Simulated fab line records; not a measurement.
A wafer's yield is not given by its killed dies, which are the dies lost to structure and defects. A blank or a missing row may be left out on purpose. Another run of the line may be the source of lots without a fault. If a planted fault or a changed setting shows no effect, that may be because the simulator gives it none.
fab line records    flow n5_finfet
record lots=7  wafers=39
route steps=1938 shown FIN_SAQP@94 SD_EPI_N@279 GATE_CUT@467 MOL_CONTACT_COAG@624 BEOL_M0@738 BEOL_M3@998 BEOL_M4@1082 BEOL_M8@1398 BEOL_M10@1525 BEOL_M14@1751 MIM_TOP@1838 PASSIVATION@1930
start_h: hours from the record's first day to the start of the lot's first wafer shown    wait_h: hours since the lot's step before    " repeats the value in the row above    L1.1+2: one row covering several wafers at once    - no value, or no start was given    * or withheld: withheld    < > ~ a bound
route shown NAME@n: NAME is a module with steps in the file, n the number in the route of the first one    usual: mean/standard deviation taken from wafers without a fault    same: alike in all rows    chamber/n: place in a boat    sites: each site's reading    _std_site: standard deviation across them    _edge_site: the outer-site mean with the inner-site mean subtracted    radius_mm: how far each site lies from the wafer's centre    mask NAME#n: copy n    behind: tool/chamber where the wafer was last shaped    hold: what put the lot on hold/how long, in hours/how the hold closed    device: names the non-switching transistor (n, p or np)    end of line: tests of these same wafers at the route's end    a step given without rows: its recipe and nothing more    killed: dies lost to structure and defects at the first sort, not the wafer's yield    map: a wafer's dies, marking killed ones x, the rest . and places with no die _
set.NAME: the setting that was run; set.NAME@STEP: the one run at that earlier step    model.NAME: the simulator's own value behind a step, which no gauge read
lots where settings were altered on purpose, with a table for each step and a row for each wafer
## steps
# step N5_FIN_SAQP_ALD_61
# recipe material=SiO2  target_thk_a=40  temp_c=300  ald_precursor_family=BDEAS  ald_co_reactant=O2-plasma  pulse_time_s=1  purge_time_s=2  co_reactant_purge_time_s=2  ald_cycles=43  pressure_torr=2
# step N5_SD_EPI_N_ETCH_16
# recipe chemistry=CHF3/O2  target=SiO2  target_depth_a=50  mask_material=SOC  pressure_mtorr=30  source_w=650  bias_w=170  Ar_flow_sccm=200  CHF3_flow_sccm=50  O2_flow_sccm=5  ion_energy_ev=200
# step N5_GATE_CUT_ETCHBACK_30
# recipe chemistry=Cl2/Ar  target=TiN  target_depth_a=30  mode=isotropic  pressure_mtorr=10  icp_w=600  bias_w=60  Cl2_flow_sccm=40  Ar_flow_sccm=60
# step N5_MOL_CONTACT_COAG_CVD_140
# recipe material=W  target_thk_a=665  mode=selective_fill  temp_c=300  time_s=215
# step N5_BEOL_M0_SPUTTER_134
# recipe material=Cu  target_thk_a=40  temp_c=-20  chamber_pressure_pa=0.07  power_w=withheld  time_s=7.37
# step N5_BEOL_M3_SPUTTER_81
# recipe material=Cu  target_thk_a=45  temp_c=-20  chamber_pressure_pa=0.07  power_w=withheld  time_s=8.29
# step N5_BEOL_M4_SURFACE_TREAT_85
# recipe gas=Ar  time_s=*  ion_energy_ev=*  ion_current_ma_cm2=0.5  pressure_mtorr=*  ar_flow_sccm=30
# step N5_BEOL_M8_DEP_56
# recipe material=SiCN  target_thk_a=100  temp_c=withheld  precursor=3MS/NH3  pressure_torr=3  rf_w=202  time_s=17.5
# step N5_BEOL_M10_SURFACE_TREAT_76
# step N5_BEOL_M14_ETCH_68
# recipe chemistry=N2/H2  target=SOC  mask_material=SiARC  source_w=3000  bias_w=350  temp_c=40  time_s=450  ion_energy_ev=200  pressure_mtorr=30  n2_flow_sccm=200  h2_flow_sccm=200
# step N5_MIM_TOP_SPUTTER_03
# recipe material=TiN  target_thk_a=350  temp_c=200  power_w=3000  chamber_pressure_pa=0.49996  gas=Ar  reactive_partial_pa=0.37997  time_s=89.7
# step N5_PASSIVATION_ETCH_54
# recipe chemistry=CHF3/O2  target=SiO2  target_depth_a=8800  CHF3_flow_sccm=50  O2_flow_sccm=5  Ar_flow_sccm=200  time_s=440  mask_material=PR  pressure_mtorr=30  source_w=650  bias_w=170  ion_energy_ev=200
# step N5_PASSIVATION_PROBE_49
# usual killed_at_other=4/3.4  killed_on_rim=14/4.7  sort_bin_5_function=5.2/0.98  sort_yield_pct=91.0/1.5
lot.wafer  tool       chamber  start_h  wait_h  set.ald_cycles@FIN_SAQP_ALD_61  set.target_depth_a@SD_EPI_N_ETCH_16  set.target_depth_a@GATE_CUT_ETCHBACK_30  set.target_thk_a@MOL_CONTACT_COAG_CVD_140  set.time_s@BEOL_M0_SPUTTER_134  set.time_s@BEOL_M3_SPUTTER_81  set.time_s@BEOL_M4_SURFACE_TREAT_85  set.target_thk_a@BEOL_M8_DEP_56  set.time_s@BEOL_M10_SURFACE_TREAT_76  set.target_depth_a@BEOL_M14_ETCH_68  set.target_thk_a@MIM_TOP_SPUTTER_03  set.target_depth_a@PASSIVATION_ETCH_54  killed_at_other  killed_on_rim  sort_bin_5_function[%]  sort_yield_pct[%]
L076.1     prober-02  -        292.65   0.0     43                              32.81                                30                                       665                                        7.37                            8.29                           *                                    100                              *                                     9000                                 350                                  8800                                    8                9              4.2                     92.4
L076.2     prober-02  -        292.70   0.1     43                              32.81                                30                                       962.5                                      11.46                           6.589                          *                                    138.5                            *                                     5771                                 350                                  4416                                    1056             152            96.1                    0
L076.3     prober-02  -        292.75   0.1     43                              50                                   30                                       665                                        7.37                            6.589                          *                                    100                              *                                     5771                                 350                                  4416                                    1041             152            95.4                    0
L076.4     prober-02  -        292.80   0.2     43                              50                                   38.07                                    665                                        11.46                           8.29                           *                                    100                              *                                     5771                                 350                                  8800                                    3                15             4.7                     91.5
L076.5     prober-02  -        292.85   0.2     43                              32.81                                38.07                                    962.5                                      7.37                            8.29                           *                                    138.5                            *                                     9000                                 350                                  8800                                    7                21             5.2                     90.6
L076.6     prober-02  -        292.90   0.3     43                              50                                   38.07                                    962.5                                      11.46                           6.589                          *                                    138.5                            *                                     9000                                 350                                  4416                                    1067             152            95.4                    0
L078.1     prober-02  -        302.41   0.0     43                              36.64                                15.68                                    300.9                                      7.37                            12.83                          *                                    100                              *                                     12200                                215.9                                8800                                    3                17             6.4                     89.0
L078.2     prober-02  -        302.46   0.1     50                              36.64                                30                                       300.9                                      8.753                           8.29                           *                                    100                              *                                     9000                                 215.9                                8800                                    0                9              3.8                     94.1
L078.3     prober-02  -        302.51   0.1     50                              50                                   15.68                                    665                                        7.37                            8.29                           *                                    100                              *                                     12200                                350                                  8800                                    2                12             7.1                     89.2
L078.4     prober-02  -        302.56   0.2     43                              36.64                                30                                       665                                        8.753                           12.83                          *                                    100                              *                                     9000                                 350                                  3662                                    1087             152            96.4                    0
L078.5     prober-02  -        302.61   0.2     43                              50                                   30                                       300.9                                      7.37                            8.29                           *                                    100                              *                                     9000                                 215.9                                3662                                    1094             152            96.7                    0
L078.6     prober-02  -        302.66   0.3     50                              50                                   15.68                                    665                                        8.753                           12.83                          *                                    100                              *                                     12200                                350                                  3662                                    1099             152            96.8                    0
L081.1     prober-02  -        361.89   0.0     22                              72.82                                25.17                                    665                                        7.37                            8.29                           *                                    76.97                            *                                     9000                                 488.7                                8800                                    1076             152            6.0                     0
L081.2     prober-02  -        361.94   0.1     22                              50                                   30                                       984                                        7.37                            8.29                           *                                    76.97                            *                                     12340                                488.7                                6440                                    1084             152            5.2                     0
L081.3     prober-02  -        361.99   0.1     43                              72.82                                25.17                                    984                                        7.37                            8.29                           *                                    100                              *                                     12340                                350                                  8800                                    1                14             5.3                     90.7
L081.4     prober-02  -        362.04   0.2     22                              50                                   25.17                                    665                                        7.37                            8.29                           *                                    100                              *                                     9000                                 488.7                                6440                                    1079             152            5.6                     0
L081.5     prober-02  -        362.09   0.2     43                              50                                   30                                       665                                        7.37                            8.29                           *                                    100                              *                                     12340                                350                                  8800                                    5                16             6.4                     89.7
L081.6     prober-02  -        362.14   0.3     43                              72.82                                30                                       984                                        7.37                            8.29                           *                                    76.97                            *                                     9000                                 350                                  6440                                    1065             152            96.7                    0
L087.1     prober-02  -        366.57   0.0     20                              50                                   42.08                                    665                                        7.37                            8.29                           *                                    100                              *                                     13340                                350                                  5942                                    1075             152            96.1                    0
L087.2     prober-02  -        366.62   0.1     20                              26.49                                30                                       346                                        7.37                            8.29                           *                                    100                              *                                     13340                                171                                  8800                                    3                18             5.1                     91.8
L087.3     prober-02  -        366.67   0.1     43                              50                                   42.08                                    665                                        7.37                            8.29                           *                                    100                              *                                     9000                                 350                                  8800                                    5                15             6.1                     91.0
L087.4     prober-02  -        366.72   0.2     43                              50                                   30                                       346                                        7.37                            8.29                           *                                    100                              *                                     9000                                 350                                  5942                                    1075             152            96.7                    0
L087.5     prober-02  -        366.77   0.2     43                              26.49                                42.08                                    346                                        7.37                            8.29                           *                                    100                              *                                     9000                                 171                                  5942                                    1069             152            95.3                    0
L087.6     prober-02  -        366.82   0.3     20                              26.49                                30                                       665                                        7.37                            8.29                           *                                    100                              *                                     13340                                171                                  8800                                    3                16             6.6                     89.4
L093.1     prober-01  -        382.16   0.0     43                              38.26                                30                                       665                                        7.37                            5.773                          *                                    100                              *                                     11980                                350                                  8800                                    9                19             4.7                     89.2
L093.2     prober-01  -        382.21   0.1     62                              50                                   30                                       391.4                                      7.37                            5.773                          *                                    70.23                            *                                     11980                                350                                  8800                                    16               26             25.7                    70.4
L093.3     prober-01  -        382.26   0.1     43                              50                                   43.09                                    665                                        3.72                            8.29                           *                                    100                              *                                     9000                                 350                                  8800                                    3                12             4.8                     92.3
L093.4     prober-01  -        382.31   0.2     43                              38.26                                30                                       391.4                                      3.72                            8.29                           *                                    70.23                            *                                     11980                                527.1                                8800                                    1077             152            5.7                     0
L093.5     prober-01  -        382.36   0.2     62                              38.26                                43.09                                    665                                        7.37                            8.29                           *                                    100                              *                                     9000                                 527.1                                8800                                    790              152            30.5                    0
L093.6     prober-01  -        382.41   0.3     62                              50                                   43.09                                    391.4                                      3.72                            5.773                          *                                    70.23                            *                                     9000                                 527.1                                8800                                    1062             152            6.9                     0
L092.1     prober-01  -        386.88   0.0     66                              50                                   13.89                                    942.1                                      9.589                           8.29                           *                                    100                              *                                     6668                                 350                                  8800                                    4                116            85.3                    10.4
L092.2     prober-01  -        386.93   0.1     43                              50                                   30                                       942.1                                      7.37                            8.29                           *                                    57.88                            *                                     6668                                 350                                  8800                                    2                10             5.2                     91.6
L092.3     prober-01  -        386.98   0.1     43                              28.09                                13.89                                    665                                        9.589                           8.29                           *                                    57.88                            *                                     9000                                 350                                  4529                                    1076             152            96.4                    0
L092.4     prober-01  -        387.03   0.2     43                              28.09                                30                                       665                                        9.589                           8.29                           *                                    57.88                            *                                     6668                                 431.7                                4529                                    1083             152            5.4                     0
L092.5     prober-01  -        387.08   0.2     66                              28.09                                13.89                                    942.1                                      7.37                            8.29                           *                                    100                              *                                     9000                                 431.7                                8800                                    248              152            75.8                    0
L092.6     prober-01  -        387.13   0.3     66                              50                                   30                                       665                                        7.37                            8.29                           *                                    100                              *                                     9000                                 431.7                                4529                                    284              152            71.5                    0
L096.2     prober-01  -        410.07   0.1     43                              50                                   30                                       665                                        7.37                            8.29                           *                                    100                              *                                     9000                                 350                                  8800                                    5                19             6.1                     90.0
L096.5     prober-01  -        410.22   0.2     43                              50                                   30                                       665                                        7.37                            8.29                           *                                    100                              *                                     9000                                 350                                  8800                                    4                23             6.4                     89.4
L096.6     prober-01  -        410.27   0.3     43                              50                                   30                                       665                                        7.37                            8.29                           *                                    100                              *                                     9000                                 350                                  8800                                    0                11             4.5                     91.7
# killed by level:class
L076.1 FIN_SAQP:geometric_particle:open=15 MOL_CONTACT_COAG:geometric_particle:open=9 BEOL_M0_SAQP:geometric_particle:short=8 DUMMY_GATE:geometric_particle:open=7 BEOL_M2:geometric_particle:open=7 FIN_SAQP:geometric_particle:short=5 BEOL_M0_SAQP:geometric_particle:open=5 STI_FIN_REVEAL:geometric_particle:open=4
L076.2 PASSIVATION:area_etch=1055 BEOL_M0_SAQP:geometric_particle:open=15 MOL_CONTACT_COAG:geometric_particle:open=14 STI_FIN_REVEAL:geometric_particle:open=13 GATE_CUT:geometric_particle:short=13 BEOL_M2:geometric_particle:open=13 STI_FIN_REVEAL:geometric_particle:short=7 BEOL_M0_SAQP:geometric_particle:short=6
L076.3 PASSIVATION:area_etch=1035 MOL_CONTACT_COAG:geometric_particle:open=26 BEOL_M0_SAQP:geometric_particle:open=16 STI_FIN_REVEAL:geometric_particle:open=15 BEOL_M0_SAQP:geometric_particle:short=12 BEOL_M2:geometric_particle:open=10 FIN_SAQP:geometric_particle:open=8 GATE_CUT:geometric_particle:short=7
L076.4 FIN_SAQP:geometric_particle:open=15 BEOL_M2:geometric_particle:open=11 MOL_CONTACT_COAG:geometric_particle:open=9 BEOL_M0_SAQP:geometric_particle:short=8 BEOL_M0_SAQP:geometric_particle:open=7 DUMMY_GATE:geometric_particle:open=5 BEOL_M2:geometric_particle:short=5 MOL_CONTACT_COAG:geometric_particle:short=4
L076.5 MOL_CONTACT_COAG:geometric_particle:open=21 FIN_SAQP:geometric_particle:open=11 BEOL_M0_SAQP:geometric_particle:open=11 BEOL_M2:geometric_particle:open=8 BEOL_M0_SAQP:geometric_particle:short=7 BEOL_M2:geometric_particle:short=6 BEOL_M3:geometric_particle:open=5 MIM_TOP_ETCH:geometric_particle:short=4
L076.6 PASSIVATION:area_etch=1060 MOL_CONTACT_COAG:geometric_particle:open=18 BEOL_M0_SAQP:geometric_particle:open=16 BEOL_M0_SAQP:geometric_particle:short=16 BEOL_M2:geometric_particle:open=12 FIN_SAQP:geometric_particle:open=6 GATE_CUT:geometric_particle:short=5 MOL_CONTACT_COAG:geometric_particle:short=5
L078.1 FIN_SAQP:geometric_particle:open=22 BEOL_M0_SAQP:geometric_particle:short=22 BEOL_M0_SAQP:geometric_particle:open=21 MOL_CONTACT_COAG:geometric_particle:open=10 BEOL_M1:geometric_particle:open=7 DUMMY_GATE:geometric_particle:open=5 BEOL_M5:geometric_particle:open=5 FIN_SAQP:geometric_particle:short=4
L078.2 MOL_CONTACT_COAG:geometric_particle:open=13 BEOL_M0_SAQP:geometric_particle:open=8 BEOL_M0_SAQP:geometric_particle:short=7 FIN_SAQP:geometric_particle:open=5 MOL_CONTACT_COAG:geometric_particle:short=5 BEOL_M1:geometric_particle:open=3 BEOL_M3:geometric_particle:open=3 BEOL_M4:geometric_particle:open=3
L078.3 BEOL_M0_SAQP:geometric_particle:open=23 MOL_CONTACT_COAG:geometric_particle:open=15 BEOL_M0_SAQP:geometric_particle:short=14 FIN_SAQP:geometric_particle:open=12 FIN_SAQP:geometric_particle:short=9 BEOL_M3:geometric_particle:open=7 STARTING-WAFER:geometric_particle:short=5 BEOL_M4:geometric_particle:open=5
L078.4 PASSIVATION:area_etch=1083 BEOL_M0_SAQP:geometric_particle:short=21 BEOL_M0_SAQP:geometric_particle:open=13 MOL_CONTACT_COAG:geometric_particle:open=11 MOL_CONTACT_COAG:geometric_particle:short=8 FIN_SAQP:geometric_particle:short=4 FIN_SAQP:geometric_particle:open=4 STI_FIN_REVEAL:geometric_particle:open=3
L078.5 PASSIVATION:area_etch=1087 BEOL_M0_SAQP:geometric_particle:short=20 BEOL_M0_SAQP:geometric_particle:open=13 FIN_SAQP:geometric_particle:open=11 MOL_CONTACT_COAG:geometric_particle:open=8 DUMMY_GATE:geometric_particle:open=5 MOL_CONTACT_COAG:geometric_particle:short=4 BEOL_M3:geometric_particle:open=4
L078.6 PASSIVATION:area_etch=1095 BEOL_M0_SAQP:geometric_particle:open=12 BEOL_M3:geometric_particle:open=10 BEOL_M0_SAQP:geometric_particle:short=9 MOL_CONTACT_COAG:geometric_particle:open=6 BEOL_M8:geometric_particle:open=6 DUMMY_GATE:geometric_particle:open=5 MOL_CONTACT_COAG:geometric_particle:short=4
L081.1 MIM_TOP:area_sputter=1067 MOL_CONTACT_COAG:geometric_particle:open=13 STI_FIN_REVEAL:geometric_particle:open=10 GATE_CUT:geometric_particle:short=10 BEOL_M2:geometric_particle:open=9 BEOL_M3:geometric_particle:open=8 GATE_CUT:geometric_particle:open=7 FIN_SAQP:geometric_particle:open=6
L081.2 MIM_TOP:area_sputter=1073 MOL_CONTACT_COAG:geometric_particle:open=14 STI_FIN_REVEAL:geometric_particle:open=12 GATE_CUT:geometric_particle:open=7 FIN_SAQP:geometric_particle:open=6 BEOL_M4:geometric_particle:open=6 GATE_CUT:geometric_particle:short=5 BEOL_M0_SAQP:geometric_particle:open=4
L081.3 STI_FIN_REVEAL:geometric_particle:open=23 FIN_SAQP:geometric_particle:open=14 FIN_SAQP:geometric_particle:short=10 GATE_CUT:geometric_particle:short=8 DUMMY_GATE:geometric_particle:open=7 MOL_CONTACT_COAG:geometric_particle:open=7 BEOL_M4:geometric_particle:open=6 STI_FIN_REVEAL:geometric_particle:short=4
L081.4 MIM_TOP:area_sputter=1072 STI_FIN_REVEAL:geometric_particle:open=21 GATE_CUT:geometric_particle:short=10 MOL_CONTACT_COAG:geometric_particle:open=9 BEOL_M3:geometric_particle:open=8 FIN_SAQP:geometric_particle:open=6 BEOL_M0_SAQP:geometric_particle:open=5 BEOL_M4:geometric_particle:open=4
L081.5 STI_FIN_REVEAL:geometric_particle:open=18 MOL_CONTACT_COAG:geometric_particle:open=10 FIN_SAQP:geometric_particle:short=9 BEOL_M2:geometric_particle:open=9 BEOL_M3:geometric_particle:open=9 FIN_SAQP:geometric_particle:open=8 BEOL_M0_SAQP:geometric_particle:open=8 BEOL_M0_SAQP:geometric_particle:short=8
L081.6 PASSIVATION:area_etch=1060 STI_FIN_REVEAL:geometric_particle:open=29 MOL_CONTACT_COAG:geometric_particle:open=14 FIN_SAQP:geometric_particle:open=10 FIN_SAQP:geometric_particle:short=9 BEOL_M0_SAQP:geometric_particle:open=6 GATE_CUT:geometric_particle:short=6 BEOL_M0_SAQP:geometric_particle:short=5
L087.1 PASSIVATION:area_etch=1074 MOL_CONTACT_COAG:geometric_particle:open=12 BEOL_M1:geometric_particle:open=12 DUMMY_GATE:geometric_particle:open=9 BEOL_M4:geometric_particle:open=7 STI_FIN_REVEAL:geometric_particle:open=6 FIN_SAQP:geometric_particle:open=4 STI_FIN_REVEAL:geometric_particle:short=4
L087.2 BEOL_M1:geometric_particle:open=9 BEOL_M4:geometric_particle:open=8 FIN_SAQP:geometric_particle:open=7 FIN_SAQP:geometric_particle:short=7 MOL_CONTACT_COAG:geometric_particle:open=7 BEOL_M0_SAQP:geometric_particle:short=6 STARTING-WAFER:geometric_particle:open=6 GATE_CUT:geometric_particle:short=5
L087.3 MOL_CONTACT_COAG:geometric_particle:open=13 BEOL_M0_SAQP:geometric_particle:open=8 BEOL_M4:geometric_particle:open=8 BEOL_M0_SAQP:geometric_particle:short=7 GATE_CUT:geometric_particle:short=6 FIN_SAQP:geometric_particle:open=5 BEOL_M2:geometric_particle:open=5 STARTING-WAFER:geometric_particle:open=5
L087.4 PASSIVATION:area_etch=1072 FIN_SAQP:geometric_particle:short=16 BEOL_M0_SAQP:geometric_particle:open=15 STI_FIN_REVEAL:geometric_particle:open=9 FIN_SAQP:geometric_particle:open=7 BEOL_M4:geometric_particle:short=6 GATE_CUT:geometric_particle:short=6 GATE_CUT:geometric_particle:open=6
L087.5 PASSIVATION:area_etch=1069 FIN_SAQP:geometric_particle:open=11 MOL_CONTACT_COAG:geometric_particle:open=9 BEOL_M1:geometric_particle:open=9 STI_FIN_REVEAL:geometric_particle:open=8 FIN_SAQP:geometric_particle:short=6 BEOL_M0_SAQP:geometric_particle:short=6 BEOL_M8:geometric_particle:open=6
L087.6 FIN_SAQP:geometric_particle:short=17 MOL_CONTACT_COAG:geometric_particle:open=13 BEOL_M4:geometric_particle:open=11 STI_FIN_REVEAL:geometric_particle:open=8 GATE_CUT:geometric_particle:open=7 BEOL_M0_SAQP:geometric_particle:open=7 BEOL_M4:geometric_particle:short=6 BEOL_M3:geometric_particle:open=5
L093.1 MOL_CONTACT_COAG:geometric_particle:open=11 BEOL_M1:geometric_particle:open=8 BEOL_M2:geometric_particle:open=7 BEOL_M0_SAQP:geometric_particle:open=7 STI_FIN_REVEAL:geometric_particle:short=4 STI_FIN_REVEAL:geometric_particle:open=4 DUMMY_GATE:geometric_particle:open=4 MOL_CONTACT_COAG:geometric_particle:short=4
L093.2 FIN_CUT:area_etch=242 FIN_SAQP:geometric_particle:short=8 BEOL_M2:geometric_particle:open=8 DUMMY_GATE:geometric_particle:open=7 MOL_CONTACT_COAG:geometric_particle:open=6 PASS1_DEP:geometric_particle:short=6 BEOL_M0_SAQP:geometric_particle:open=5 BEOL_M3:geometric_particle:open=5
L093.3 BEOL_M0:geometric_particle:open=8 BEOL_M2:geometric_particle:open=7 MOL_CONTACT_COAG:geometric_particle:open=6 BEOL_M0_SAQP:geometric_particle:short=4 BEOL_M0_SAQP:geometric_particle:open=4 BEOL_M3:geometric_particle:open=4 FIN_SAQP:geometric_particle:short=3 DUMMY_GATE:geometric_particle:open=3
L093.4 MIM_TOP:area_sputter=1070 MOL_CONTACT_COAG:geometric_particle:open=10 BEOL_M1:geometric_particle:open=9 BEOL_M0_SAQP:geometric_particle:open=8 BEOL_M3:geometric_particle:open=8 BEOL_M2:geometric_particle:open=7 BEOL_M0:interface_void_opened=6 BEOL_M0:geometric_particle:open=5
L093.5 MIM_TOP:area_sputter=781 FIN_CUT:area_etch=289 STI_FIN_REVEAL:geometric_particle:open=9 MOL_CONTACT_COAG:geometric_particle:open=9 BEOL_M2:geometric_particle:open=9 BEOL_M0_SAQP:geometric_particle:open=8 BEOL_M1:geometric_particle:open=8 DUMMY_GATE:geometric_particle:open=6
L093.6 MIM_TOP:area_sputter=1059 FIN_CUT:area_etch=39 MOL_CONTACT_COAG:geometric_particle:open=14 BEOL_M0_SAQP:geometric_particle:short=6 BEOL_M0:geometric_particle:open=5 BEOL_M4:geometric_particle:open=5 BEOL_M0:interface_void_opened=5 DUMMY_GATE:geometric_particle:open=4
L092.1 FIN_CUT:area_etch=952 BEOL_M0_SAQP:geometric_particle:open=17 BEOL_M0_SAQP:geometric_particle:short=15 MOL_CONTACT_COAG:geometric_particle:open=8 DUMMY_GATE:geometric_particle:open=6 FIN_SAQP:geometric_particle:short=4 FIN_CUT:geometric_particle:short=4 DUMMY_GATE:geometric_particle:short=4
L092.2 BEOL_M0_SAQP:geometric_particle:short=21 BEOL_M0_SAQP:geometric_particle:open=16 STI_FIN_REVEAL:geometric_particle:open=13 BEOL_M4:geometric_particle:open=6 BEOL_M1:geometric_particle:open=5 FIN_SAQP:geometric_particle:short=4 MOL_CONTACT_COAG:geometric_particle:open=4 STARTING-WAFER:geometric_particle:open=4
L092.3 PASSIVATION:area_etch=1075 STI_FIN_REVEAL:geometric_particle:open=14 FIN_SAQP:geometric_particle:open=10 MOL_CONTACT_COAG:geometric_particle:open=10 BEOL_M0_SAQP:geometric_particle:open=10 FIN_SAQP:geometric_particle:short=9 BEOL_M0_SAQP:geometric_particle:short=9 STI_FIN_REVEAL:geometric_particle:short=8
L092.4 MIM_TOP:area_sputter=1077 STI_FIN_REVEAL:geometric_particle:open=12 FIN_SAQP:geometric_particle:short=9 DUMMY_GATE:geometric_particle:open=9 BEOL_M0_SAQP:geometric_particle:open=9 BEOL_M0_SAQP:geometric_particle:short=7 FIN_SAQP:geometric_particle:open=6 BEOL_M2:geometric_particle:open=5
L092.5 FIN_CUT:area_etch=831 MIM_TOP:area_sputter=237 BEOL_M0_SAQP:geometric_particle:short=16 FIN_SAQP:geometric_particle:short=10 BEOL_M0_SAQP:geometric_particle:open=7 FIN_SAQP:geometric_particle:open=6 MOL_CONTACT_COAG:geometric_particle:open=6 BEOL_M1:geometric_particle:open=6
L092.6 FIN_CUT:area_etch=773 MIM_TOP:area_sputter=283 STI_FIN_REVEAL:geometric_particle:open=17 BEOL_M0_SAQP:geometric_particle:open=17 FIN_SAQP:geometric_particle:open=12 BEOL_M0_SAQP:geometric_particle:short=12 FIN_SAQP:geometric_particle:short=10 STI_FIN_REVEAL:geometric_particle:short=6
L096.2 MOL_CONTACT_COAG:geometric_particle:open=11 DUMMY_GATE:geometric_particle:open=10 FIN_SAQP:geometric_particle:open=9 BEOL_M2:geometric_particle:open=9 BEOL_M0_SAQP:geometric_particle:open=7 FIN_SAQP:geometric_particle:short=6 STI_FIN_REVEAL:geometric_particle:open=6 BEOL_M0_SAQP:geometric_particle:short=6
L096.5 MOL_CONTACT_COAG:geometric_particle:open=16 BEOL_M0_SAQP:geometric_particle:open=12 FIN_SAQP:geometric_particle:open=11 BEOL_M0_SAQP:geometric_particle:short=9 STI_FIN_REVEAL:geometric_particle:open=7 BEOL_M2:geometric_particle:open=7 FIN_SAQP:geometric_particle:short=6 BEOL_M4:geometric_particle:open=5
L096.6 STI_FIN_REVEAL:geometric_particle:open=22 MOL_CONTACT_COAG:geometric_particle:open=16 MOL_CONTACT_COAG:geometric_particle:short=8 FIN_SAQP:geometric_particle:short=7 BEOL_M0_SAQP:geometric_particle:short=5 BEOL_M0_SAQP:geometric_particle:open=5 STI_FIN_REVEAL:geometric_particle:short=4 BEOL_M4:geometric_particle:open=4
## key
split step=N5_FIN_SAQP_ALD_61  setting=ald_cycles  stated_as=43
response none clear
split step=N5_SD_EPI_N_ETCH_16  setting=target_depth_a  stated_as=50
response none clear
split step=N5_GATE_CUT_ETCHBACK_30  setting=target_depth_a  stated_as=30
response none clear
split step=N5_MOL_CONTACT_COAG_CVD_140  setting=target_thk_a  stated_as=665
response none clear
split step=N5_BEOL_M0_SPUTTER_134  setting=time_s  stated_as=7.37
response none clear
split step=N5_BEOL_M3_SPUTTER_81  setting=time_s  stated_as=8.29
response none clear
split step=N5_BEOL_M4_SURFACE_TREAT_85  setting=time_s  stated_as=*
response none clear
split step=N5_BEOL_M8_DEP_56  setting=target_thk_a  stated_as=100
response none clear
split step=N5_BEOL_M10_SURFACE_TREAT_76  setting=time_s  stated_as=*
response none clear
split step=N5_BEOL_M14_ETCH_68  setting=target_depth_a  stated_as=9000
response none clear
split step=N5_MIM_TOP_SPUTTER_03  setting=target_thk_a  stated_as=350
response none clear
split step=N5_PASSIVATION_ETCH_54  setting=target_depth_a  stated_as=8800
response step=N5_PASSIVATION_PROBE_49  reading=killed_at_other  slope=-17.3  per=1%  together_with=all  explained=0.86
response step=N5_PASSIVATION_PROBE_49  reading=sort_bin_5_function  slope=-1.58  per=1%  together_with=all  explained=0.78
response step=N5_PASSIVATION_PROBE_49  reading=killed_on_rim  slope=-2.15  per=1%  together_with=all  explained=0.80
response step=N5_PASSIVATION_PROBE_49  reading=sort_yield_pct  slope=+1.41  per=1%  together_with=all  explained=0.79
